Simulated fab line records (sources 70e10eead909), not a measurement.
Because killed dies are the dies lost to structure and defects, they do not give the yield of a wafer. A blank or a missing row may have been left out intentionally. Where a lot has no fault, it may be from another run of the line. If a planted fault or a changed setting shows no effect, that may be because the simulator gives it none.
Chamber matching || flow nand-harc || NHARC_A_CHANNEL_HOLE_D1_ETCH_34 on rie-diel-05 has 4 sister chambers
The step etches the open film in CF4/CHF3, target depth 154 nm, time 77 s. 20 wafers are shown with their chamber, then 9 later ones without.

## WAFERS WITH THEIR CHAMBER
{"wafer": "L598.1", "chamber": 2, "showerhead-plenum-p-Torr (Torr)": 1.49, "rf-vpp-V (V)": 368.7, "oes-product-au (a.u.)": 0.910}
{"wafer": "L598.2", "chamber": 1, "showerhead-plenum-p-Torr (Torr)": 1.51, "rf-vpp-V (V)": 368.7, "oes-product-au (a.u.)": 0.924}
{"wafer": "L598.5", "chamber": 1, "showerhead-plenum-p-Torr (Torr)": 1.51, "rf-vpp-V (V)": 369.1, "oes-product-au (a.u.)": 0.929}
{"wafer": "L600.3", "chamber": 1, "showerhead-plenum-p-Torr (Torr)": 1.51, "rf-vpp-V (V)": 368.7, "oes-product-au (a.u.)": 0.987}
{"wafer": "L600.4", "chamber": 0, "showerhead-plenum-p-Torr (Torr)": 1.65, "rf-vpp-V (V)": 373.3, "oes-product-au (a.u.)": 0.969}
{"wafer": "L600.6", "chamber": 3, "showerhead-plenum-p-Torr (Torr)": 1.57, "rf-vpp-V (V)": 370.1, "oes-product-au (a.u.)": 0.943}
{"wafer": "L601.1", "chamber": 1, "showerhead-plenum-p-Torr (Torr)": 1.51, "rf-vpp-V (V)": 367.1, "oes-product-au (a.u.)": 0.923}
{"wafer": "L601.4", "chamber": 2, "showerhead-plenum-p-Torr (Torr)": 1.49, "rf-vpp-V (V)": 368.0, "oes-product-au (a.u.)": 0.925}
{"wafer": "L601.5", "chamber": 0, "showerhead-plenum-p-Torr (Torr)": 1.64, "rf-vpp-V (V)": 371.7, "oes-product-au (a.u.)": 0.929}
{"wafer": "L603.4", "chamber": 1, "showerhead-plenum-p-Torr (Torr)": 1.51, "rf-vpp-V (V)": 368.0, "oes-product-au (a.u.)": 0.962}
{"wafer": "L603.5", "chamber": 1, "showerhead-plenum-p-Torr (Torr)": 1.51, "rf-vpp-V (V)": 369.0, "oes-product-au (a.u.)": 0.958}
{"wafer": "L614.1", "chamber": 2, "showerhead-plenum-p-Torr (Torr)": 1.48, "rf-vpp-V (V)": 368.9, "oes-product-au (a.u.)": 0.903}
{"wafer": "L614.2", "chamber": 1, "showerhead-plenum-p-Torr (Torr)": 1.50, "rf-vpp-V (V)": 368.2, "oes-product-au (a.u.)": 0.922}
{"wafer": "L614.5", "chamber": 2, "showerhead-plenum-p-Torr (Torr)": 1.48, "rf-vpp-V (V)": 367.8, "oes-product-au (a.u.)": 0.912}
{"wafer": "L615.2", "chamber": 2, "showerhead-plenum-p-Torr (Torr)": 1.48, "rf-vpp-V (V)": 367.1, "oes-product-au (a.u.)": 0.909}
{"wafer": "L615.4", "chamber": 0, "showerhead-plenum-p-Torr (Torr)": 1.64, "rf-vpp-V (V)": 373.0, "oes-product-au (a.u.)": 0.928}
{"wafer": "L615.5", "chamber": 3, "showerhead-plenum-p-Torr (Torr)": 1.57, "rf-vpp-V (V)": 369.6, "oes-product-au (a.u.)": 0.918}
{"wafer": "L616.1", "chamber": 1, "showerhead-plenum-p-Torr (Torr)": 1.50, "rf-vpp-V (V)": 368.2, "oes-product-au (a.u.)": 0.930}
{"wafer": "L616.2", "chamber": 3, "showerhead-plenum-p-Torr (Torr)": 1.57, "rf-vpp-V (V)": 369.4, "oes-product-au (a.u.)": 0.920}
{"wafer": "L616.3", "chamber": 2, "showerhead-plenum-p-Torr (Torr)": 1.48, "rf-vpp-V (V)": 367.8, "oes-product-au (a.u.)": 0.915}

SIGNATURES, as means of the wafers listed above
{"reading": "showerhead-plenum-p-Torr", "chamber 0": 1.6433, "chamber 1": 1.5075, "chamber 2": 1.4833, "chamber 3": 1.5700, "scatter within a chamber": 0.00468}
{"reading": "rf-vpp-V", "chamber 0": 372.667, "chamber 1": 368.375, "chamber 2": 368.050, "chamber 3": 369.700, "scatter within a chamber": 0.654}
{"reading": "oes-product-au", "chamber 0": 0.94200, "chamber 1": 0.94188, "chamber 2": 0.91233, "chamber 3": 0.92700, "scatter within a chamber": 0.0191}
Rule: for a wafer and a chamber, the distance is found by dividing, reading by reading, the gap between the wafer's reading and the chamber's mean by the reading's scatter, squaring, summing and taking the root. If the next closest chamber is less than 2 further off than the closest, the wafer can't be placed; otherwise it belongs to the closest. The scatter: the root of (the sum of the squares of (reading less its chamber's mean) over the shown wafers, divided by (wafers less chambers)).

## WAFERS MISSING THEIR CHAMBER
{"wafer": "L617.1", "showerhead-plenum-p-Torr (Torr)": 1.57, "rf-vpp-V (V)": 369.9, "oes-product-au (a.u.)": 0.927}
{"wafer": "L617.4", "showerhead-plenum-p-Torr (Torr)": 1.48, "rf-vpp-V (V)": 367.1, "oes-product-au (a.u.)": 0.918}
{"wafer": "L617.6", "showerhead-plenum-p-Torr (Torr)": 1.57, "rf-vpp-V (V)": 370.3, "oes-product-au (a.u.)": 0.907}
{"wafer": "L619.2", "showerhead-plenum-p-Torr (Torr)": 1.50, "rf-vpp-V (V)": 367.1, "oes-product-au (a.u.)": 0.932}
{"wafer": "L619.4", "showerhead-plenum-p-Torr (Torr)": 1.64, "rf-vpp-V (V)": 372.4, "oes-product-au (a.u.)": 0.930}
{"wafer": "L619.6", "showerhead-plenum-p-Torr (Torr)": 1.50, "rf-vpp-V (V)": 366.4, "oes-product-au (a.u.)": 0.933}
{"wafer": "L620.2", "showerhead-plenum-p-Torr (Torr)": 1.50, "rf-vpp-V (V)": 369.0, "oes-product-au (a.u.)": 0.941}
{"wafer": "L620.4", "showerhead-plenum-p-Torr (Torr)": 1.57, "rf-vpp-V (V)": 370.9, "oes-product-au (a.u.)": 0.923}
{"wafer": "L620.6", "showerhead-plenum-p-Torr (Torr)": 1.48, "rf-vpp-V (V)": 367.4, "oes-product-au (a.u.)": 0.900}

## CHAMBER TAKEN BY EACH
{"wafer": "L617.1", "from the rows above": 3, "in truth": 3}
{"wafer": "L617.4", "from the rows above": 2, "in truth": 2}
{"wafer": "L617.6", "from the rows above": 3, "in truth": 3}
{"wafer": "L619.2", "from the rows above": "can't be placed: 1 or 2", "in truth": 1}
{"wafer": "L619.4", "from the rows above": 0, "in truth": 0}
{"wafer": "L619.6", "from the rows above": "can't be placed: 1 or 2", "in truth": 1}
{"wafer": "L620.2", "from the rows above": 1, "in truth": 1}
{"wafer": "L620.4", "from the rows above": 3, "in truth": 3}
{"wafer": "L620.6", "from the rows above": 2, "in truth": 2}
Correct placement for 7 of the 9. Unplaceable from these rows: 2, with the true chamber sitting among the candidates in 2. Wrongly placed: 0.
